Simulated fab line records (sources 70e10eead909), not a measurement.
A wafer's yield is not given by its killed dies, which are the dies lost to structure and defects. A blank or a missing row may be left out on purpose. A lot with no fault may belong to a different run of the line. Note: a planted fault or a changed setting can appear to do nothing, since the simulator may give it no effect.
The tool behind it: which one? -- flow nand harc -- at 1 step of a route of 1302, 22 lots with 66 wafers sampled

## WHAT THE GAUGES SHOWED, per wafer
NHARC_P_ZERO_WELL_CD_MEAS_11: target cd 500 nm. Usual: cd nm reads 500.4 nm (standard deviation 1.3).
lot,measured,on,cd nm (nm),flag
L074,day 1 21:22,cd sem-02,502.5 502.3 503.1,
L075,day 2 07:22,cd sem-01,499.8 498.6 500.2,
L076,day 2 17:07,cd sem-01,500.3 501.7 500.4,
L077,day 3 03:15,cd sem-03,500.6 500.1 500.5,
L078,day 3 13:14,cd sem-03,501.7 502.0 501.9,
L079,day 3 23:14,cd sem-01,502.6 502.6 501.4,
L080,day 4 09:07,cd sem-03,503.3 498.6 501.6,
L081,day 4 19:14,cd sem-03,500.2 500.5 499.7,
L082,day 5 05:16,cd sem-02,500.9 500.4 501.2,
L083,day 5 15:07,cd sem-01,498.5 501.0 500.0,
L085,day 6 11:14,cd sem-02,500.9 501.1 499.7,
L086,day 6 21:14,cd sem-01,500.2 500.4 500.6,
L087,day 7 07:07,cd sem-02,499.1 499.8 501.0,
L088,day 7 17:16,cd sem-03,502.1 503.2 500.1,
L089,day 8 03:14,cd sem-02,500.8 500.6 499.8,
L090,day 8 13:17,cd sem-01,496.5 499.3 497.5,
L091,day 8 23:14,cd sem-02,500.0 502.7 500.3,
L092,day 9 09:07,cd sem-02,499.8 497.8 500.7,
L094,day 10 05:07,cd sem-02,498.6 500.2 499.8,
L095,day 10 15:15,cd sem-01,496.7 498.1 497.8,
L096,day 11 01:07,cd sem-03,501.5 502.1 502.2,
L097,day 11 11:08,cd sem-01,499.6 498.3 499.6,

## WHICH TOOL RAN EACH LOT (tool, then ch and the chambers of the sampled wafers, then the start)
Before these readings, the record contains no process step.

## WHAT THE TOOLS THEMSELVES READ (means of the sampled wafers that have a number; where no wafer has one, the mark that the record gives instead)
The record holds no such reading with a usual standard deviation.

## THE ANSWER, worked out from the rows above alone
Rule: a lot is off if the mean of its wafers that have a number lies more than 3 standard deviations from the usual mean. Also off: a lot with no number at a reading for which 4 or more lots have one. Any other lot the step has rows for is counted as sound. First the gauges in route order, then the tools' own readings, where a lot's mean is used as printed above. At the first step where some lot is off, the reading lying furthest off is the one used; lots without a number count as furthest.
Across all readings shown, no lot is off: no conclusion can be drawn from this.

## WHAT THE SIMULATOR HAD INSERTED
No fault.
